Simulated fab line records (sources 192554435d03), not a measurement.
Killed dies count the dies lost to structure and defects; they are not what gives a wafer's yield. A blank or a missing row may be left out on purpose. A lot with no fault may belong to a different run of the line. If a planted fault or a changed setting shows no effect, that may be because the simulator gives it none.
Chamber matching :: flow n5 finfet :: N5_BEOL_M14_ETCH_68 on rie diel-04 has 3 sister chambers
The step etches SOC in N2/H2, time 450 s. 6 wafers are shown with their chamber, then 5 later ones without.

== WAFERS WITH THEIR CHAMBER ==
wafer: L075.1
chamber: 2
showerhead plenum p Torr (Torr): 2.71
throttle valve pct (%): 17.81

wafer: L082.5
chamber: 2
showerhead plenum p Torr (Torr): 2.70
throttle valve pct (%): 17.84

wafer: L082.6
chamber: 3
showerhead plenum p Torr (Torr): 2.40
throttle valve pct (%): 17.65

wafer: L094.2
chamber: 3
showerhead plenum p Torr (Torr): 2.71
throttle valve pct (%): 17.22

wafer: L094.6
chamber: 0
showerhead plenum p Torr (Torr): 2.48
throttle valve pct (%): 17.89

wafer: L096.2
chamber: 0
showerhead plenum p Torr (Torr): 2.48
throttle valve pct (%): 17.88

== WAFERS WITHOUT THEIR CHAMBER ==
wafer: L096.4
showerhead plenum p Torr (Torr): 2.69
throttle valve pct (%): 17.87

wafer: L095.2
showerhead plenum p Torr (Torr): 2.69
throttle valve pct (%): 17.88

wafer: L095.3
showerhead plenum p Torr (Torr): 2.48
throttle valve pct (%): 17.92

wafer: L095.5
showerhead plenum p Torr (Torr): 2.69
throttle valve pct (%): 17.89

wafer: L095.6
showerhead plenum p Torr (Torr): 2.48
throttle valve pct (%): 17.92

== WHICH CHAMBER EACH WENT THROUGH ==
wafer: L096.4
from the rows above: can't be placed: 2 or 0
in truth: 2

wafer: L095.2
from the rows above: can't be placed: 2 or 0
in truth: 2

wafer: L095.3
from the rows above: can't be placed: 0 or 2
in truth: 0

wafer: L095.5
from the rows above: can't be placed: 2 or 0
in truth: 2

wafer: L095.6
from the rows above: can't be placed: 0 or 2
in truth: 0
0 of 5 placed correctly. These rows do not allow placing 5 (true chamber among the candidates in 5). Wrongly placed: 0.
How it was worked out, from the rows above alone: a wafer's distance from a chamber is the root of the sum, over the readings, of the square of ((its reading less the chamber's mean) divided by the reading's scatter). The wafer belongs to the nearest chamber; if the next one is less than 2 further off, it can't be placed. Each chamber's mean is taken over the wafers shown for it. The scatter: take each reading less its chamber's mean, square it, sum over the shown wafers, divide by the number of wafers less the number of chambers, and take the root.
